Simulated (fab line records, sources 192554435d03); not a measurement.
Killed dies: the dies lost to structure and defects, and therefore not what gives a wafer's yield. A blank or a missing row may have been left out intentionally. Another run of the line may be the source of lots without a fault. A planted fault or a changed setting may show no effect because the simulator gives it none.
The tool behind it: which one? ; flow n5-finfet ; Sampling: 24 lots, 72 wafers, 6 of 1938 route steps

WHAT THE GAUGES SHOWED, per wafer
The record lacks any reading of a measuring or inspecting step that a usual standard deviation could be used to judge.

TOOL THAT RAN EACH LOT (tool first, then ch and the chambers of the sampled wafers, then the start)
lot;N5_BEOL_M3_ANNEAL_87;N5_BEOL_M3_ANNEAL_95;N5_BEOL_M3_CO_CAP_55;N5_BEOL_M4_STRIP_66;N5_BEOL_M4_PRE_CLEAN_45;N5_BEOL_M4_SURFACE_TREAT_85
L074;pvd-sputter-03, day 7 04:29;pvd-sputter-03, day 7 05:22;cvd-co-02 ch 1,2, day 7 06:23;rie-diel-06 ch 2,3, day 7 09:45;pvd-sputter-02, day 7 15:41;pvd-sputter-03, day 7 16:07
L077;pvd-sputter-03, day 7 16:59;pvd-sputter-03, day 7 17:52;cvd-co-01 ch 1,2, day 7 18:52;rie-diel-01 ch 1,3, day 7 21:01;pvd-sputter-03, day 8 05:28;pvd-sputter-01, day 8 05:45
L075;pvd-sputter-03, day 7 19:16;pvd-sputter-03, day 7 20:09;cvd-co-02 ch 0,2, day 7 21:12;rie-diel-02 ch 0,1,2, day 8 00:34;pvd-sputter-01, day 8 09:22;pvd-sputter-02, day 8 09:44
L076;pvd-sputter-02, day 7 23:56;pvd-sputter-02, day 8 00:49;cvd-co-02 ch 0,1,2, day 8 04:04;rie-diel-01 ch 0,1,2, day 8 05:21;pvd-sputter-01, day 8 09:26;pvd-sputter-02, day 8 09:47
L078;pvd-sputter-02, day 8 06:19;pvd-sputter-02, day 8 07:12;cvd-co-02 ch 0,2, day 8 08:13;rie-diel-01 ch 2,3, day 8 10:13;pvd-sputter-02, day 8 22:08;pvd-sputter-01, day 8 22:34
L079;pvd-sputter-03, day 9 15:02;pvd-sputter-03, day 9 15:55;cvd-co-02 ch 0,2, day 9 16:55;rie-diel-01 ch 1,2,3, day 9 19:02;pvd-sputter-02, day 10 00:19;pvd-sputter-02, day 10 00:40
L080;pvd-sputter-02, day 9 15:13;pvd-sputter-02, day 9 16:05;cvd-co-02 ch 1,2, day 9 17:06;rie-diel-06 ch 0,3, day 9 19:22;pvd-sputter-03, day 10 00:49;pvd-sputter-02, day 10 01:20
L082;pvd-sputter-02, day 9 19:25;pvd-sputter-02, day 9 20:17;cvd-co-01 ch 0,1,2, day 9 21:57;rie-diel-01 ch 0,2,3, day 10 00:36;pvd-sputter-01, day 10 04:25;pvd-sputter-01, day 10 04:43
L081;pvd-sputter-03, day 9 21:38;pvd-sputter-03, day 9 22:31;cvd-co-02 ch 0,2, day 9 23:31;rie-diel-06 ch 0,3, day 10 01:13;pvd-sputter-03, day 10 07:39;pvd-sputter-02, day 10 08:04
L083;pvd-sputter-03, day 9 23:28;pvd-sputter-03, day 10 00:21;cvd-co-02 ch 0,1, day 10 01:22;rie-diel-01 ch 0,1,3, day 10 04:59;pvd-sputter-02, day 10 10:51;pvd-sputter-03, day 10 11:08
L084;pvd-sputter-01, day 10 07:28;pvd-sputter-01, day 10 08:20;cvd-co-01 ch 0,2, day 10 09:37;rie-diel-02 ch 0,2,3, day 10 11:38;pvd-sputter-01, day 11 08:04;pvd-sputter-01, day 11 08:22
L085;pvd-sputter-01, day 10 12:02;pvd-sputter-01, day 10 12:55;cvd-co-02 ch 0,1,2, day 10 14:00;rie-diel-06 ch 0,1,3, day 10 15:25;pvd-sputter-01, day 11 07:59;pvd-sputter-01, day 11 08:17
L087;pvd-sputter-01, day 11 03:20;pvd-sputter-01, day 11 04:13;cvd-co-01 ch 0,1, day 11 05:21;rie-diel-01 ch 1,2,3, day 11 08:23;pvd-sputter-02, day 11 11:31;pvd-sputter-03, day 11 11:57
L088;pvd-sputter-02, day 11 05:57;pvd-sputter-02, day 11 06:50;cvd-co-01 ch 0,1, day 11 07:50;rie-diel-06 ch 0,2,3, day 11 09:08;pvd-sputter-03, day 11 11:50;pvd-sputter-02, day 11 12:28
L086;pvd-sputter-03, day 11 06:22;pvd-sputter-03, day 11 07:15;cvd-co-02 ch 0,1, day 11 08:32;rie-diel-01 ch 0,2,3, day 11 11:35;pvd-sputter-02, day 11 14:40;pvd-sputter-02, day 11 14:58
L089;pvd-sputter-02, day 11 08:16;pvd-sputter-02, day 11 09:09;cvd-co-02 ch 0,1,2, day 11 10:09;rie-diel-01 ch 0,1,3, day 11 11:59;pvd-sputter-01, day 11 19:06;pvd-sputter-02, day 11 19:28
L090;pvd-sputter-02, day 11 13:15;pvd-sputter-02, day 11 14:08;cvd-co-02 ch 1,2, day 11 15:16;rie-diel-02 ch 0,1, day 11 18:33;pvd-sputter-02, day 12 01:17;pvd-sputter-02, day 12 01:44
L091;pvd-sputter-02, day 11 17:44;pvd-sputter-02, day 11 18:37;cvd-co-01 ch 0,1,2, day 11 19:41;rie-diel-06 ch 0,2,3, day 12 00:13;pvd-sputter-01, day 12 11:41;pvd-sputter-01, day 12 12:03
L092;pvd-sputter-02, day 12 13:08;pvd-sputter-02, day 12 14:04;cvd-co-01 ch 0,1,2, day 12 15:07;rie-diel-06 ch 1,2, day 12 17:08;pvd-sputter-01, day 12 20:20;pvd-sputter-01, day 12 20:48
L093;pvd-sputter-03, day 12 18:14;pvd-sputter-03, day 12 19:07;cvd-co-02 ch 0,1,2, day 12 20:24;rie-diel-01 ch 0,2,3, day 12 23:44;pvd-sputter-01, day 13 06:39;pvd-sputter-02, day 13 06:57
L095;pvd-sputter-01, day 12 21:47;pvd-sputter-01, day 12 22:40;cvd-co-02 ch 0,2, day 12 23:57;rie-diel-06 ch 0,1,2, day 13 04:31;pvd-sputter-02, day 13 23:22;pvd-sputter-01, day 13 23:50
L094;pvd-sputter-01, day 13 00:37;pvd-sputter-01, day 13 01:29;cvd-co-01 ch 0,1, day 13 02:47;rie-diel-02 ch 1,2,3, day 13 05:38;pvd-sputter-02, day 14 04:55;pvd-sputter-03, day 14 05:12
L096;pvd-sputter-01, day 13 08:31;pvd-sputter-01, day 13 09:23;cvd-co-01 ch 0,2, day 13 10:25;rie-diel-01 ch 1,2,3, day 13 12:00;pvd-sputter-01, day 14 08:08;pvd-sputter-02, day 14 08:40
L097;pvd-sputter-02, day 14 19:42;pvd-sputter-02, day 14 20:35;cvd-co-02 ch 0,2, day 14 21:35;rie-diel-01 ch 1,2,3, day 14 23:12;pvd-sputter-03, day 15 08:29;pvd-sputter-02, day 15 08:53
- N5_BEOL_M3_ANNEAL_87: time 240 s.
- N5_BEOL_M3_ANNEAL_95: time 240 s.
- N5_BEOL_M3_CO_CAP_55: material Co, precursor CCTBA/H2, target thk 2 nm, time 102.1 s.
- N5_BEOL_M4_STRIP_66: strips in CF4.
- N5_BEOL_M4_PRE_CLEAN_45: time 30 s.
- N5_BEOL_M4_SURFACE_TREAT_85

WHAT THE TOOLS THEMSELVES READ (means of the sampled wafers that have a number; where no wafer has one, the mark that the record gives instead)
N5_BEOL_M3_ANNEAL_87. Usual: 817 W for heater-power-w, sd 86.
lot;tool;heater-power-w (W);flag
L074;pvd-sputter-03;784;
L077;pvd-sputter-03;769;
L075;pvd-sputter-03;775;
L076;pvd-sputter-02;778;
L078;pvd-sputter-02;886;
L079;pvd-sputter-03;773;
L080;pvd-sputter-02;778;
L082;pvd-sputter-02;767;
L081;pvd-sputter-03;768;
L083;pvd-sputter-03;764;
L084;pvd-sputter-01;846;
L085;pvd-sputter-01;903;
L087;pvd-sputter-01;885;
L088;pvd-sputter-02;761;
L086;pvd-sputter-03;776;
L089;pvd-sputter-02;775;
L090;pvd-sputter-02;767;
L091;pvd-sputter-02;830;
L092;pvd-sputter-02;841;
L093;pvd-sputter-03;773;
L095;pvd-sputter-01;904;
L094;pvd-sputter-01;802;
L096;pvd-sputter-01;851;
L097;pvd-sputter-02;787;

N5_BEOL_M3_ANNEAL_95. Usual: 818 W for heater-power-w, sd 85.
lot;tool;heater-power-w (W);flag
L074;pvd-sputter-03;780;
L077;pvd-sputter-03;773;
L075;pvd-sputter-03;761;
L076;pvd-sputter-02;767;
L078;pvd-sputter-02;902;
L079;pvd-sputter-03;779;
L080;pvd-sputter-02;799;
L082;pvd-sputter-02;771;
L081;pvd-sputter-03;777;
L083;pvd-sputter-03;784;
L084;pvd-sputter-01;857;
L085;pvd-sputter-01;912;
L087;pvd-sputter-01;887;
L088;pvd-sputter-02;771;
L086;pvd-sputter-03;784;
L089;pvd-sputter-02;779;
L090;pvd-sputter-02;756;
L091;pvd-sputter-02;838;
L092;pvd-sputter-02;852;
L093;pvd-sputter-03;768;
L095;pvd-sputter-01;897;
L094;pvd-sputter-01;795;
L096;pvd-sputter-01;844;
L097;pvd-sputter-02;783;

N5_BEOL_M3_CO_CAP_55. Usual: 232 W for heater-power-w, sd 31.
lot;tool;heater-power-w (W);flag
L074;cvd-co-02;204;
L077;cvd-co-01;265;
L075;cvd-co-02;215;
L076;cvd-co-02;223;
L078;cvd-co-02;239;
L079;cvd-co-02;238;
L080;cvd-co-02;213;
L082;cvd-co-01;243;
L081;cvd-co-02;218;
L083;cvd-co-02;235;
L084;cvd-co-01;219;
L085;cvd-co-02;229;
L087;cvd-co-01;221;
L088;cvd-co-01;220;
L086;cvd-co-02;231;
L089;cvd-co-02;223;
L090;cvd-co-02;210;
L091;cvd-co-01;245;
L092;cvd-co-01;241;
L093;cvd-co-02;224;
L095;cvd-co-02;216;
L094;cvd-co-01;221;
L096;cvd-co-01;248;
L097;cvd-co-02;218;

N5_BEOL_M4_STRIP_66. Usual: drypump-motor-current-A 5.56 A, standard deviation 0.3; oes-product-au 0.76 a.u., standard deviation 0.071; rf-vpp-V 271.2 V, standard deviation 1.2; showerhead-plenum-p-Torr 1.79 Torr, standard deviation 0.041; throttle-valve-pct 13.73 %, standard deviation 0.21.
lot;tool;drypump-motor-current-A (A);oes-product-au (a.u.);rf-vpp-V (V);showerhead-plenum-p-Torr (Torr);throttle-valve-pct (%);flag
L074;rie-diel-06;5.65;0.74;270.9;1.77;13.70;
L077;rie-diel-01;5.73;0.78;271.3;1.80;13.71;
L075;rie-diel-02;5.56;0.74;270.7;1.75;13.77;
L076;rie-diel-01;5.71;0.84;272.1;1.81;13.55;
L078;rie-diel-01;5.69;0.75;271.6;1.79;13.78;
L079;rie-diel-01;5.69;0.79;271.4;1.81;13.67;
L080;rie-diel-06;5.45;0.71;272.0;1.81;13.95;
L082;rie-diel-01;5.73;0.77;270.9;1.80;13.70;
L081;rie-diel-06;5.67;0.72;270.5;1.77;13.86;
L083;rie-diel-01;5.73;0.80;271.1;1.80;13.63;
L084;rie-diel-02;5.51;0.72;270.6;1.76;13.92;
L085;rie-diel-06;5.42;0.79;270.3;1.78;13.72;
L087;rie-diel-01;5.70;0.78;270.5;1.80;13.71;
L088;rie-diel-06;5.41;0.70;271.2;1.80;13.87;
L086;rie-diel-01;5.71;0.76;271.1;1.79;13.73;
L089;rie-diel-01;5.74;0.79;271.9;1.79;13.66;
L090;rie-diel-02;5.85;0.74;269.3;1.75;13.63;
L091;rie-diel-06;5.44;0.69;271.0;1.80;13.89;
L092;rie-diel-06;5.13;0.75;271.5;1.81;13.65;
L093;rie-diel-01;5.70;0.75;270.9;1.79;13.76;
L095;rie-diel-06;5.15;0.74;272.8;1.81;13.76;
L094;rie-diel-02;5.22;0.71;271.0;1.78;13.99;
L096;rie-diel-01;5.70;0.76;271.3;1.80;13.75;
L097;rie-diel-01;5.70;0.75;271.3;1.79;13.77;

N5_BEOL_M4_PRE_CLEAN_45. Usual: 333 W for heater-power-w, sd 36.
lot;tool;heater-power-w (W);flag
L074;pvd-sputter-02;337;
L077;pvd-sputter-03;315;
L075;pvd-sputter-01;346;
L076;pvd-sputter-01;344;
L078;pvd-sputter-02;319;
L079;pvd-sputter-02;335;
L080;pvd-sputter-03;319;
L082;pvd-sputter-01;337;
L081;pvd-sputter-03;320;
L083;pvd-sputter-02;333;
L084;pvd-sputter-01;341;
L085;pvd-sputter-01;343;
L087;pvd-sputter-02;375;
L088;pvd-sputter-03;310;
L086;pvd-sputter-02;340;
L089;pvd-sputter-01;380;
L090;pvd-sputter-02;318;
L091;pvd-sputter-01;322;
L092;pvd-sputter-01;359;
L093;pvd-sputter-01;361;
L095;pvd-sputter-02;345;
L094;pvd-sputter-02;308;
L096;pvd-sputter-01;339;
L097;pvd-sputter-03;312;

THE ANSWER, worked out from the rows above alone
Rule: take the mean of a lot's wafers that have a number; if it is more than 3 standard deviations from the usual mean, the lot is off. Also off: a lot with no number at a reading for which 4 or more lots have one. All remaining lots with rows at the step are treated as sound. The gauges are gone through in route order, then the tools' own readings, and for those a lot's mean is taken as printed above. The first step at which some lot is off is used, and at that step the reading that is off furthest; a lot without a number counts as furthest.
No lot is off at any reading shown: from this, nothing can be told.

WHAT THE SIMULATOR HAD INSERTED
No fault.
